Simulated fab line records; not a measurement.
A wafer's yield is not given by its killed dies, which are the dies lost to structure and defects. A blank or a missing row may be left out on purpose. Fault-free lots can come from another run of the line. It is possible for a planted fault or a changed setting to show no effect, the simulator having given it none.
Split-lot trial | flow n5_finfet | route with 1938 steps; 7 lots, 39 wafers read

== THE SPLIT ITSELF ==
At N5_MOL_CONTACT_COAG_ETCH_67 (etches SOC in N2/H2, target depth 60 nm, overetch 21 nm, time 101.2 s), the setting source_w was moved away from the recipe's 840 W on 18 of the 39 wafers read, by -16.5% to +14.2%. For the rest of the wafers, this setting stayed at what the recipe calls for.

The reading is taken at the split's own step.

== THE READING ==
rf_vpp_V, in V, at N5_MOL_CONTACT_COAG_ETCH_67 (etches SOC in N2/H2, target depth 60 nm, overetch 21 nm, time 101.2 s). On this fab line, fault-free wafers typically give 524.7 V with a standard deviation of 2.7 V.

wafer  | tool, chamber at the split | source_w as run, W | against the recipe | rf_vpp_V, V | against lot-mates on the recipe
L077.1 | rie_diel-06, 1             | 840                | recipe             | 519.8       | -
L077.2 | rie_diel-06, 2             | 701.2              | -16.5%             | 553.3       | +32.2
L077.3 | rie_diel-06, 0             | 840                | recipe             | 523.5       | -
L077.4 | rie_diel-06, 3             | 701.2              | -16.5%             | 561.3       | +40.2
L077.5 | rie_diel-06, 2             | 701.2              | -16.5%             | 551.8       | +30.7
L077.6 | rie_diel-06, 1             | 840                | recipe             | 520.0       | -
L084.1 | rie_diel-05, 3             | 943.2              | +12.3%             | 505.9       | -21.4
L084.2 | rie_diel-05, 2             | 840                | recipe             | 528.4       | -
L084.3 | rie_diel-05, 0             | 943.2              | +12.3%             | 503.0       | -24.3
L084.4 | rie_diel-05, 1             | 840                | recipe             | 526.3       | -
L084.5 | rie_diel-05, 0             | 943.2              | +12.3%             | 503.1       | -24.2
L084.6 | rie_diel-05, 3             | 840                | recipe             | 527.2       | -
L086.1 | rie_diel-05, 0             | 943.5              | +12.3%             | 501.6       | -22.6
L086.2 | rie_diel-05, 1             | 840                | recipe             | 524.5       | -
L086.3 | rie_diel-05, 3             | 840                | recipe             | 525.8       | -
L086.4 | rie_diel-05, 2             | 943.5              | +12.3%             | 507.8       | -16.4
L086.5 | rie_diel-05, 1             | 943.5              | +12.3%             | 505.4       | -18.8
L086.6 | rie_diel-05, 0             | 840                | recipe             | 522.4       | -
L091.1 | rie_diel-06, 2             | 840                | recipe             | 521.0       | -
L091.2 | rie_diel-06, 1             | 958.9              | +14.2%             | 507.0       | -19.1
L091.3 | rie_diel-06, 3             | 840                | recipe             | 528.6       | -
L091.4 | rie_diel-06, 3             | 840                | recipe             | 528.8       | -
L091.5 | rie_diel-06, 2             | 958.9              | +14.2%             | 498.0       | -28.1
L091.6 | rie_diel-06, 1             | 958.9              | +14.2%             | 506.3       | -19.8
L092.1 | rie_diel-02, 3             | 840                | recipe             | 523.5       | -
L092.2 | rie_diel-02, 1             | 885.4              | +5.4%              | 517.0       | -7.1
L092.3 | rie_diel-02, 2             | 885.4              | +5.4%              | 517.4       | -6.7
L092.4 | rie_diel-02, 0             | 840                | recipe             | 522.9       | -
L092.5 | rie_diel-02, 3             | 885.4              | +5.4%              | 513.5       | -10.6
L092.6 | rie_diel-02, 2             | 840                | recipe             | 526.0       | -
L095.2 | rie_diel-05, 3             | 840                | recipe             | 525.0       | -
L095.3 | rie_diel-05, 2             | 840                | recipe             | 528.2       | -
L095.5 | rie_diel-05, 0             | 840                | recipe             | 522.6       | -
L096.1 | rie_diel-05, 0             | 840                | recipe             | 522.7       | -
L096.2 | rie_diel-05, 2             | 840                | recipe             | 526.9       | -
L096.3 | rie_diel-05, 3             | 840                | recipe             | 526.9       | -
L096.4 | rie_diel-05, 1             | 892.4              | +6.2%              | 513.1       | -12.4
L096.5 | rie_diel-05, 0             | 892.4              | +6.2%              | 511.4       | -14.1
L096.6 | rie_diel-05, 1             | 892.4              | +6.2%              | 515.1       | -10.4

THE FIT
A straight line over all 39 wafers: rf_vpp_V changes by -1.71 V for each +1% of source_w; r = -0.97; the points scatter about the line by 3.1 V.
The same after taking each lot's own level away (the mean of its wafers on the recipe; 39 wafers): -1.85 V for each +1%; r = -0.98; scatter 3 V.
Per that fit: largest source_w move, reading shift of 31 V.
From 521.10 to 527.30 V: that is the span of the lots' own levels, equal to 2.3 times the standard deviation above.
Hence the lot-to-lot level has little effect on the slope; both slopes agree.
Check: +31.2 V against its lot-mates is what the line predicts for one of the wafers moved furthest among these (-16.5%) when that wafer is left out of the fit. Against them it came out at +32.2 V.
Tool readings at the split's step, against how far the setting was moved: rf_vpp_V r = -0.97.

== ADDITIONAL SPLITS CARRIED BY THESE WAFERS ==
Before the reading, these wafers also passed through other splits. Each is held against what the fit with the lots' levels taken away leaves over:
other split on the same wafers          | wafers away from the commonest value | r with rf_vpp_V (lot level and that fit taken away)
N5_FIN_SAQP_ETCH_34 source_w            | 12                                   | -0.25
N5_DUMMY_GATE_EXPOSE_12 dose_mj         | 15                                   | -0.04
N5_SD_EPI_P_SD_RECESS_17 target_depth_a | 15                                   | +0.19
N5_HKMG_FIN_ETCH_54 source_w            | 18                                   | +0.30
N5_MOL_CONTACT_COAG_ETCH_15 source_w    | 15                                   | -0.04

== THE FILE'S OWN FIT ==
rf_vpp_V changes by -1.81 V for each +1% of source_w, r = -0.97.
